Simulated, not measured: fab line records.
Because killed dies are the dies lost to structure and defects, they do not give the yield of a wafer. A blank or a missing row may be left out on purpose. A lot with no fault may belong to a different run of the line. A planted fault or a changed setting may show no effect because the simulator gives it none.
fab line records	flow n5-finfet
record: lots: 7	wafers: 21
route steps=1938 shown BEOL_M14@1753 BEOL_M15@1801 MIM_BOT@1833 MIM_TOP@1838 TV_OPEN@1890
start-h: hours from the record's first day to the start of the lot's first wafer shown	wait-h: hours since the lot's step before	" identical to the entry in the row above	L1.1+2: several wafers, shown together as one row	- either no value or no given start	* or withheld: withheld	< > ~ a bound
route shown NAME@n: NAME is a module with steps in the file, n the number in the route of the first one	usual: mean/standard deviation taken from wafers without a fault	same: alike in all rows	chamber/n: place in a boat	sites: each site's reading	_std_site: the values' standard deviation	_edge_site: mean of outer sites minus mean of inner sites	radius-mm: for every site, how far away it sits from the centre of the wafer	mask NAME#n: copy n	behind: the most recent tool/chamber to have shaped the wafer	hold: reason for holding the lot/hours on hold/outcome of the hold	device: names the non-switching transistor (n, p or np)	end of line: the tests these same wafers got at the end of their route	where a step has no rows: the recipe by itself	killed: the dies lost at the first sort to structure and to defects; this is not the yield of the wafer	map: per-die view of a wafer (x killed, . not killed, _ where there is no die)
set.NAME: setting as actually run; set.NAME@STEP: the setting as run at that earlier step	model.NAME: the simulator's own value behind a step, which no gauge read
lots where settings were altered on purpose, with a table for each step and a row for each wafer
== steps ==
step: N5_BEOL_M14_TRENCH_ETCH_34
recipe: chemistry: C4F8/O2/Ar	target: SiO2	target-depth-a: 5566.5	mask-material: SOC	he-inner-torr: 15	he-outer-torr: 30	time-s: 126.9	ion-energy-ev: 800	pressure-mtorr: 20	source-w: 1905	bias-w: 2040	Ar_flow_sccm: 400	C4F8_flow_sccm: 16	O2_flow_sccm: 12
lot.wafer	tool	chamber	start-h	wait-h	set.time-s	set.peb-temp-c@BEOL_M14_PEB_26	model.etch.depth-nm	model.BEOL_M14.cd-nm
L074.1	rie-diel-02	0	280.61	0.0	126.9	130	565	279.8
L074.5	"	3	"	"	136.9	130	602.6	281.6
L074.6	"	2	"	"	126.9	126.6	553.5	261.8
L075.1	rie-diel-02	0	290.44	0.0	126.9	130	558.5	281.4
L075.4	"	0	"	"	126.9	130	562	282.8
L075.5	"	2	"	"	126.9	130	551.7	281.8
L080.3	rie-diel-05	0	309.46	0.0	126.9	130	543.5	279.8
L080.4	"	1	"	"	148.4	131.6	663.2	286.4
L080.6	"	3	"	"	148.4	130	683.1	281.6
L085.2	rie-diel-05	1	350.19	0.0	119.3	130	519.4	277.8
L085.3	"	3	"	"	119.3	130	543.3	277.4
L085.6	"	3	"	"	126.9	130	576.9	276.8
L086.1	rie-diel-05	0	357.62	0.0	126.9	130	537.5	280.2
L086.2	"	3	"	"	126.9	128	576.7	270
L086.4	"	1	"	"	113.8	128	496.8	271.2
L088.2	rie-diel-05	0	369.74	0.0	126.9	130	534.6	275.6
L088.4	"	3	"	"	126.9	132.1	574.6	284.8
L088.5	"	2	"	"	126.9	130	552	279.2
L092.3	rie-diel-06	2	377.40	0.0	99.54	131.6	441.8	284.2
L092.4	"	0	"	"	99.54	130	438.5	280.2
L092.6	"	0	"	"	99.54	130	437.9	280.8
step: N5_BEOL_M14_STRIP_70
recipe: chemistry: C4F8/O2/Ar	resist: SiARC	rf-frequency-hz: 6e+07
step: N5_BEOL_M14_OCD_MEAS_35
usual: trench-depth-nm: 556/11
lot.wafer	tool	chamber	start-h	wait-h	set.time-s@BEOL_M14_TRENCH_ETCH_34	trench-depth-nm
L074.1	ocd-01	-	280.77	0.0	126.9	565
L074.5	"	-	"	"	136.9	603
L074.6	"	-	"	"	126.9	554
L075.1	ocd-02	-	290.60	0.0	126.9	558
L075.4	"	-	"	"	126.9	562
L075.5	"	-	"	"	126.9	552
L080.3	ocd-01	-	309.61	0.0	126.9	543
L080.4	"	-	"	"	148.4	663
L080.6	"	-	"	"	148.4	683
L085.2	ocd-02	-	350.34	0.0	119.3	520
L085.3	"	-	"	"	119.3	543
L085.6	"	-	"	"	126.9	577
L086.1	ocd-02	-	357.78	0.0	126.9	537
L086.2	"	-	"	"	126.9	577
L086.4	"	-	"	"	113.8	497
L088.2	ocd-02	-	369.90	0.0	126.9	535
L088.4	"	-	"	"	126.9	575
L088.5	"	-	"	"	126.9	552
L092.3	ocd-01	-	377.55	0.0	99.54	442
L092.4	"	-	"	"	99.54	439
L092.6	"	-	"	"	99.54	438
step: N5_BEOL_M14_STRIP_37
recipe: chemistry: O2	power-w: 600	temp-c: 60	pressure-mtorr: 30	rf-frequency-hz: 6e+07	bias-power-w: 0	overash-fraction: 0.3	o2-flow-sccm: 225
step: N5_BEOL_M14_ETCH_38
recipe: chemistry: CF4/N2	target: SiCN	target-depth-a: 1065	taper-deg: 2	time-s: 120.6	ion-energy-ev: 150	mask-material: SiO2	pressure-mtorr: 40	source-w: 430	bias-w: 70	Ar_flow_sccm: 100	cf4-flow-sccm: 60	n2-flow-sccm: 60
step: N5_BEOL_M14_ECD_47
recipe: material: Cu	target-thk-a: 12480
step: N5_BEOL_M14_ANNEAL_48
recipe: temp-c: 225	time-s: 90	ambient: N2
step: N5_BEOL_M14_CMP_49
recipe: stop-on: SiO2	t-overpolish-s: 5.2	down-force-psi: 2	platen-rpm: 80	clearing-platen-down-force-psi: 2	clearing-platen-rpm: 80	post-cmp-clean: cu-alkaline	target-thk-nm: 560	clearing-platen-pad-velocity-m-s: 1.5917	pad-velocity-m-s: 1.5917
lot.wafer	tool	chamber	start-h	wait-h	set.time-s@BEOL_M14_TRENCH_ETCH_34	model.Cu_of_BEOL_M14_ECD_47.thk-nm
L074.1	cmp-03	2	282.05	0.3	126.9	568.6
L074.6	"	0	"	"	126.9	557
L074.5	"	1	"	"	136.9	607.4
L075.4	cmp-03	3	293.35	0.1	126.9	563.8
L075.1	"	2	"	"	126.9	563.2
L075.5	"	3	"	"	126.9	554.6
L080.4	cmp-03	3	311.47	0.2	148.4	665.6
L080.3	"	0	"	"	126.9	545.4
L080.6	"	1	"	"	148.4	686
L085.2	cmp-03	0	357.04	0.4	119.3	521.8
L085.3	"	2	"	"	119.3	548.2
L085.6	"	1	"	"	126.9	581.8
L086.2	cmp-03	3	361.44	0.2	126.9	578.2
L086.4	"	1	"	"	113.8	498.8
L086.1	"	2	"	"	126.9	540.8
L088.4	cmp-01	0	375.51	0.1	126.9	578.6
L088.2	"	1	"	"	126.9	537.4
L088.5	"	0	"	"	126.9	555.4
L092.4	cmp-01	3	380.02	0.1	99.54	442.6
L092.3	"	1	"	"	99.54	444.8
L092.6	"	3	"	"	99.54	442.8
step: N5_BEOL_M14_THK_MEAS_50
recipe: thk-meas-gauge: xrf	reads: Cu_of_BEOL_M14_ECD_47
usual: M14_THK: 552/12
lot.wafer	tool	chamber	start-h	wait-h	set.time-s@BEOL_M14_TRENCH_ETCH_34	M14_THK[nm]
L074.1	film-metro-02	-	282.27	-	126.9	556
L074.5	"	-	"	"	136.9	597
L074.6	"	-	"	"	126.9	543
L075.1	film-metro-02	-	293.65	-	126.9	549
L075.4	"	-	"	"	126.9	549
L075.5	"	-	"	"	126.9	538
L080.3	film-metro-01	-	311.69	-	126.9	536
L080.4	"	-	"	"	148.4	661
L080.6	"	-	"	"	148.4	674
L085.2	film-metro-01	-	357.34	-	119.3	518
L085.3	"	-	"	"	119.3	545
L085.6	"	-	"	"	126.9	579
L086.1	film-metro-02	-	361.73	-	126.9	536
L086.2	"	-	"	"	126.9	572
L086.4	"	-	"	"	113.8	494
L088.2	film-metro-01	-	375.81	-	126.9	533
L088.4	"	-	"	"	126.9	575
L088.5	"	-	"	"	126.9	549
L092.3	film-metro-02	-	380.31	-	99.54	437
L092.4	"	-	"	"	99.54	437
L092.6	"	-	"	"	99.54	436
step: N5_BEOL_M14_PRE_CLEAN_52
recipe: gas: NH3	time-s: 15	temp-c: withheld	rf-power-w: 300
step: N5_BEOL_M14_DEP_53
recipe: material: SiCN	target-thk-a: 500	temp-c: withheld	precursor: 3MS/NH3	pressure-torr: 3	rf-w: 675	time-s: 17.8
step: N5_BEOL_M14_RS_MEAS_54
recipe: thk-meas-gauge: four-point-probe	reads: Cu_of_BEOL_M14_ECD_47+Ta_of_BEOL_M14_SPUTTER_44+TaN_of_BEOL_M14_SPUTTER_43
usual: M14_RS: 0.0333/0.00067
lot.wafer	tool	chamber	start-h	wait-h	set.time-s@BEOL_M14_TRENCH_ETCH_34	M14_RS[ohm/sq]
L074.1	film-metro-01	-	282.39	0.0	126.9	0.0327
L074.5	"	-	"	"	136.9	0.0306
L074.6	"	-	"	"	126.9	0.0335
L075.1	film-metro-01	-	293.79	0.1	126.9	0.0331
L075.4	"	-	"	"	126.9	0.0330
L075.5	"	-	"	"	126.9	0.0336
L080.3	film-metro-02	-	311.82	0.1	126.9	0.0341
L080.4	"	-	"	"	148.4	0.0278
L080.6	"	-	"	"	148.4	0.0269
L085.2	film-metro-02	-	357.47	0.1	119.3	0.0357
L085.3	"	-	"	"	119.3	0.0339
L085.6	"	-	"	"	126.9	0.0320
L086.1	film-metro-02	-	361.86	0.0	126.9	0.0344
L086.2	"	-	"	"	126.9	0.0321
L086.4	"	-	"	"	113.8	0.0374
L088.2	film-metro-02	-	375.94	0.1	126.9	0.0347
L088.4	"	-	"	"	126.9	0.0321
L088.5	"	-	"	"	126.9	0.0335
L092.3	film-metro-01	-	380.44	0.1	99.54	0.0420
L092.4	"	-	"	"	99.54	0.0424
L092.6	"	-	"	"	99.54	0.0424
step: N5_BEOL_M15_PEB_26
recipe: peb-temp-c: 130	peb-time-s: 90
lot.wafer	tool	chamber	start-h	wait-h	set.peb-temp-c
L074.1	litho-track-04	0	284.75	0.1	130
L074.5+6	"	0	"	"	131.2
L075.1+4+5	litho-track-01	0	296.22	0.1	130
L080.3+4	litho-track-05	0	314.28	0.0	130
L080.6	"	0	"	"	126.7
L085.2+6	litho-track-04	0	359.72	0.0	130
L085.3	"	0	"	"	133.4
L086.1+4	litho-track-05	0	364.07	0.1	130
L086.2	"	0	"	"	131
L088.2+4+5	litho-track-05	0	377.90	0.0	130
L092.3	litho-track-05	0	382.51	0.0	132.2
L092.4+6	"	0	"	"	130
step: N5_BEOL_M15_DEVELOP_27
recipe: develop-time-s: 45	rinse-liquid: diw	dry: air-spin	dev-temp-c: 21
lot.wafer	tool	chamber	start-h	wait-h	set.develop-time-s
L074.1+5+6	litho-track-04	0	-	-	45
L075.1+4+5	litho-track-01	0	-	-	45
L080.3	litho-track-05	0	-	-	41.59
L080.4+6	"	0	"	"	45
L085.2+3	litho-track-04	0	-	-	45
L085.6	"	0	"	"	37.64
L086.1+4	litho-track-05	0	-	-	52.11
L086.2	"	0	"	"	45
L088.2+4	litho-track-05	0	-	-	45
L088.5	"	0	"	"	51.11
L092.3+4+6	litho-track-05	0	-	-	45
step: N5_BEOL_M15_HARDBAKE_32
recipe: temp-c: 130	time-s: 120
step: N5_BEOL_M15_CD_MEAS_28
recipe: target-cd-nm: 407.6	landing-energy-ev: 500	detector: se-inlens
usual: cd-nm: 407.1/2
lot.wafer	tool	chamber	start-h	wait-h	set.peb-temp-c@BEOL_M15_PEB_26	cd-nm
L074.1	cd-sem-02	0	284.86	-	130	405.4
L074.5	"	0	"	"	131.2	413.0
L074.6	"	0	"	"	131.2	411.3
L075.1	cd-sem-03	0	296.34	-	130	407.9
L075.4	"	0	"	"	130	409.6
L075.5	"	0	"	"	130	408.3
L080.3	cd-sem-02	0	314.39	-	130	409.4
L080.4	"	0	"	"	130	407.9
L080.6	"	0	"	"	126.7	392.0
L085.2	cd-sem-03	0	359.84	-	130	408.8
L085.3	"	0	"	"	133.4	418.9
L085.6	"	0	"	"	130	406.4
L086.1	cd-sem-02	0	364.19	-	130	406.4
L086.2	"	0	"	"	131	412.7
L086.4	"	0	"	"	130	409.8
L088.2	cd-sem-02	0	378.02	-	130	407.3
L088.4	"	0	"	"	130	409.6
L088.5	"	0	"	"	130	409.3
L092.3	cd-sem-01	0	382.63	-	132.2	420.4
L092.4	"	0	"	"	130	411.3
L092.6	"	0	"	"	130	410.5
step: N5_BEOL_M15_DESCUM_33
recipe: chemistry: O2	time-s: 7.9	source-power-w: 50	bias-power-w: 20	pressure-mtorr: 20	rf-frequency-hz: 2.712e+07	temp-c: 40	o2-flow-sccm: 225
lot.wafer	tool	chamber	start-h	wait-h	set.peb-temp-c@BEOL_M15_PEB_26	model.BEOL_M15.cd-nm
L074.1	rie-diel-04	2	284.95	0.0	130	405.8
L074.5	"	2	"	"	131.2	412.8
L074.6	"	3	"	"	131.2	411.6
L075.1	rie-diel-01	1	296.45	0.1	130	407.8
L075.4	"	0	"	"	130	409.4
L075.5	"	0	"	"	130	408.4
L080.3	rie-diel-03	3	314.48	0.0	130	409.4
L080.4	"	2	"	"	130	408.2
L080.6	"	1	"	"	126.7	392
L085.2	rie-diel-03	2	359.92	0.0	130	409
L085.3	"	1	"	"	133.4	419
L085.6	"	2	"	"	130	406.6
L086.1	rie-diel-03	1	364.27	0.0	130	406.8
L086.2	"	0	"	"	131	412.2
L086.4	"	3	"	"	130	409.6
L088.2	rie-diel-03	3	378.55	0.5	130	407.2
L088.4	"	0	"	"	130	409.6
L088.5	"	3	"	"	130	409.4
L092.3	rie-diel-03	2	382.71	0.0	132.2	420.6
L092.4	"	0	"	"	130	411
L092.6	"	3	"	"	130	410.8
step: N5_BEOL_M15_ETCH_61
recipe: chemistry: N2/H2	target: BARC	target-depth-a: 890	overetch-a: 267	time-s: 67.9	ion-energy-ev: 200	pressure-mtorr: 30	source-w: 840	bias-w: 150	n2-flow-sccm: 200	h2-flow-sccm: 200
lot.wafer	tool	chamber	start-h	wait-h	set.peb-temp-c@BEOL_M15_PEB_26	model.BEOL_M15.cd-nm
L074.1	rie-diel-04	2	284.99	0.0	130	396.8
L074.5	"	2	"	"	131.2	404.4
L074.6	"	3	"	"	131.2	403.2
L075.1	rie-diel-01	1	296.48	0.0	130	400.2
L075.4	"	0	"	"	130	401.2
L075.5	"	0	"	"	130	400.4
L080.3	rie-diel-03	3	314.51	0.0	130	401.6
L080.4	"	2	"	"	130	399.6
L080.6	"	1	"	"	126.7	383.8
L085.2	rie-diel-03	2	359.96	0.0	130	399.4
L085.3	"	1	"	"	133.4	410.6
L085.6	"	2	"	"	130	397
L086.1	rie-diel-03	1	364.31	0.0	130	399.2
L086.2	"	0	"	"	131	404.8
L086.4	"	3	"	"	130	403.4
L088.2	rie-diel-03	3	378.59	0.0	130	401
L088.4	"	0	"	"	130	402.8
L088.5	"	3	"	"	130	403.2
L092.3	rie-diel-03	2	382.75	0.0	132.2	412.4
L092.4	"	0	"	"	130	403.2
L092.6	"	3	"	"	130	404.8
step: N5_BEOL_M15_TRENCH_ETCH_34
recipe: chemistry: C4F8/O2/Ar	target: SiO2	target-depth-a: 8729.3	he-inner-torr: 15	he-outer-torr: 30	time-s: 199	ion-energy-ev: 800	pressure-mtorr: 20	source-w: 1905	bias-w: 2040	Ar_flow_sccm: 400	C4F8_flow_sccm: 16	O2_flow_sccm: 12
step: N5_BEOL_M15_STRIP_62
recipe: chemistry: O2	power-w: 600	temp-c: 60	pressure-mtorr: 30	rf-frequency-hz: 6e+07	bias-power-w: 0	overash-fraction: 0.3	o2-flow-sccm: 225
step: N5_BEOL_M15_STRIP_37
recipe: chemistry: O2	power-w: 600	temp-c: 60	pressure-mtorr: 30	rf-frequency-hz: 6e+07	bias-power-w: 0	overash-fraction: 0.3	o2-flow-sccm: 225
step: N5_BEOL_M15_ETCH_38
recipe: chemistry: CF4/N2	target: SiCN	target-depth-a: 1064	taper-deg: 2	time-s: 120.5	ion-energy-ev: 150	mask-material: SiO2	pressure-mtorr: 40	source-w: 430	bias-w: 70	Ar_flow_sccm: 100	cf4-flow-sccm: 60	n2-flow-sccm: 60
lot.wafer	tool	chamber	start-h	wait-h	set.peb-temp-c@BEOL_M15_PEB_26	model.BEOL_M15.cd-nm
L074.1	rie-diel-03	3	-	-	130	396.6
L074.5	"	1	"	"	131.2	403.6
L074.6	"	0	"	"	131.2	402.8
L075.1	rie-diel-01	1	-	-	130	400.2
L075.4	"	2	"	"	130	401.2
L075.5	"	0	"	"	130	400
L080.3	rie-diel-03	2	-	-	130	402.4
L080.4	"	1	"	"	130	399.6
L080.6	"	0	"	"	126.7	384
L085.2	rie-diel-04	2	-	-	130	400.2
L085.3	"	0	"	"	133.4	410.4
L085.6	"	1	"	"	130	397.8
L086.1	rie-diel-01	1	-	-	130	399.4
L086.2	"	0	"	"	131	405
L086.4	"	2	"	"	130	404
L088.2	rie-diel-01	2	-	-	130	401.6
L088.4	"	2	"	"	130	402.8
L088.5	"	1	"	"	130	404
L092.3	rie-diel-03	3	-	-	132.2	412.2
L092.4	"	0	"	"	130	403
L092.6	"	3	"	"	130	405.2
step: N5_MIM_BOT_SPUTTER_00
recipe: material: TiN	target-thk-a: 350	temp-c: 200	power-w: 3000	chamber-pressure-pa: 0.49996	gas: Ar	reactive-partial-pa: 0.37997	time-s: 89.7
lot.wafer	tool	chamber	start-h	wait-h	set.chamber-pressure-pa	model.TiN_of_MIM_BOT_SPUTTER_00.thk-nm
L074.1+5	pvd-sputter-03	-	291.97	0.0	0.5484	34
L074.6	"	-	"	"	0.5484	34.4
L075.1	pvd-sputter-03	-	300.49	0.0	0.49996	34.8
L075.4+5	"	-	"	"	0.49996	34.6
L080.3	pvd-sputter-03	-	320.37	0.0	0.4293	35.8
L080.4	"	-	"	"	0.4293	35.4
L080.6	"	-	"	"	0.4293	35.6
L085.2	pvd-sputter-02	-	365.40	0.0	0.4573	35.8
L085.3	"	-	"	"	0.4573	36.4
L085.6	"	-	"	"	0.4573	36.2
L086.1	pvd-sputter-01	-	368.69	0.0	0.572	33.8
L086.2	"	-	"	"	0.572	33.6
L086.4	"	-	"	"	0.572	34
L088.2	pvd-sputter-03	-	383.07	0.0	0.49996	35.2
L088.4+5	"	-	"	"	0.49996	34.8
L092.3	pvd-sputter-03	-	391.07	0.0	0.4452	36
L092.4	"	-	"	"	0.4452	36.2
L092.6	"	-	"	"	0.4452	35.6
step: N5_MIM_TOP_SPUTTER_03
recipe: material: TiN	target-thk-a: 350	temp-c: 200	power-w: 3000	chamber-pressure-pa: 0.49996	gas: Ar	reactive-partial-pa: 0.37997	time-s: 89.7
lot.wafer	tool	chamber	start-h	wait-h	set.power-w	model.TiN_of_MIM_TOP_SPUTTER_03.thk-nm
L074.1	pvd-sputter-02	-	293.62	0.0	3443	39.8
L074.5+6	"	-	"	"	3000	35
L075.1	pvd-sputter-03	-	301.33	0.0	3000	35.4
L075.4+5	"	-	"	"	3000	35.6
L080.3	pvd-sputter-01	-	323.72	0.0	3221	38.4
L080.4	"	-	"	"	3000	35
L080.6	"	-	"	"	3221	37.8
L085.2	pvd-sputter-02	-	367.36	0.0	3358	39.4
L085.3+6	"	-	"	"	3000	35
L086.1+2	pvd-sputter-02	-	373.05	0.0	3000	34.8
L086.4	"	-	"	"	3000	34.4
L088.2	pvd-sputter-01	-	384.96	0.0	3481	40.8
L088.4	"	-	"	"	3000	35.6
L088.5	"	-	"	"	3481	40.6
L092.3	pvd-sputter-02	-	392.05	0.0	3356	38.6
L092.4+6	"	-	"	"	3000	34.6
step: N5_PASSIVATION_ETCH_15
recipe: chemistry: CF4/N2	target: SiCN	target-depth-a: 750	taper-deg: 2	time-s: 81.2	ion-energy-ev: 150	mask-material: SiNx	pressure-mtorr: 40	source-w: 430	bias-w: 70	Ar_flow_sccm: 100	cf4-flow-sccm: 60	n2-flow-sccm: 60
usual: rf-vpp-V: 382.0/1.9
lot.wafer	tool	chamber	start-h	wait-h	set.bias-w	rf-vpp-V
L074.1	rie-diel-03	0	-	-	73.77	395.3
L074.5	"	2	"	"	73.77	398.6
L074.6	"	3	"	"	70	381.5
L075.1	rie-diel-04	0	-	-	70	381.8
L075.4	"	3	"	"	70	381.1
L075.5	"	3	"	"	70	381.5
L080.3	rie-diel-01	0	-	-	70	380.5
L080.4	"	2	"	"	70	383.4
L080.6	"	2	"	"	70	384.0
L085.2	rie-diel-01	1	-	-	70	378.6
L085.3	"	2	"	"	70	383.3
L085.6	"	2	"	"	70	383.4
L086.1	rie-diel-03	1	-	-	63.83	361.1
L086.2	"	3	"	"	63.83	359.4
L086.4	"	0	"	"	70	381.3
L088.2	rie-diel-01	0	-	-	70	381.6
L088.4	"	2	"	"	70	383.3
L088.5	"	0	"	"	70	379.6
L092.3	rie-diel-04	3	-	-	70	382.0
L092.4	"	2	"	"	76.3	401.4
L092.6	"	3	"	"	70	380.6
== key ==
split: step: N5_BEOL_M14_TRENCH_ETCH_34	setting: time-s	stated: 126.9	by: wafer
response: step: N5_BEOL_M14_TRENCH_ETCH_34	reading: model.etch.depth-nm	change: +6.98	per: 1%	r: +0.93
response: step: N5_BEOL_M14_OCD_MEAS_35	reading: trench-depth-nm	change: +6.99	per: 1%	r: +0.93
response: step: N5_BEOL_M14_CMP_49	reading: model.Cu_of_BEOL_M14_ECD_47.thk-nm	change: +7.05	per: 1%	r: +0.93
response: step: N5_BEOL_M14_THK_MEAS_50	reading: M14_THK	change: +7.12	per: 1%	r: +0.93
response: step: N5_BEOL_M14_RS_MEAS_54	reading: M14_RS	change: -0.000394	per: 1%	r: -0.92
split: step: N5_BEOL_M15_PEB_26	setting: peb-temp-c	stated: 130	by: wafer
response: step: N5_BEOL_M15_CD_MEAS_28	reading: cd-nm	change: +5.56	per: 1%	r: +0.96
response: step: N5_BEOL_M15_DESCUM_33	reading: model.BEOL_M15.cd-nm	change: +5.53	per: 1%	r: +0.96
response: step: N5_BEOL_M15_ETCH_61	reading: model.BEOL_M15.cd-nm	change: +5.6	per: 1%	r: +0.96
response: step: N5_BEOL_M15_ETCH_38	reading: model.BEOL_M15.cd-nm	change: +5.42	per: 1%	r: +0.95
split: step: N5_BEOL_M15_DEVELOP_27	setting: develop-time-s	stated: 45	by: wafer
response none clear
split: step: N5_MIM_BOT_SPUTTER_00	setting: chamber-pressure-pa	stated: 0.49996	by: lot
response: step: N5_MIM_BOT_SPUTTER_00	reading: model.TiN_of_MIM_BOT_SPUTTER_00.thk-nm	change: -0.079	per: 1%	r: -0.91
split: step: N5_MIM_TOP_SPUTTER_03	setting: power-w	stated: 3000	by: wafer
response: step: N5_MIM_TOP_SPUTTER_03	reading: model.TiN_of_MIM_TOP_SPUTTER_03.thk-nm	change: +0.339	per: 1%	r: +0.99
split: step: N5_PASSIVATION_ETCH_15	setting: bias-w	stated: 70	by: wafer
response: step: N5_PASSIVATION_ETCH_15	reading: rf-vpp-V	change: +2.4	per: 1%	r: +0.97
split outside-this-file step=N5_BEOL_M14_PEB_26 setting=peb-temp-c
split outside-this-file: this setting was split too, and the file shows its column; the key of that split is in another file
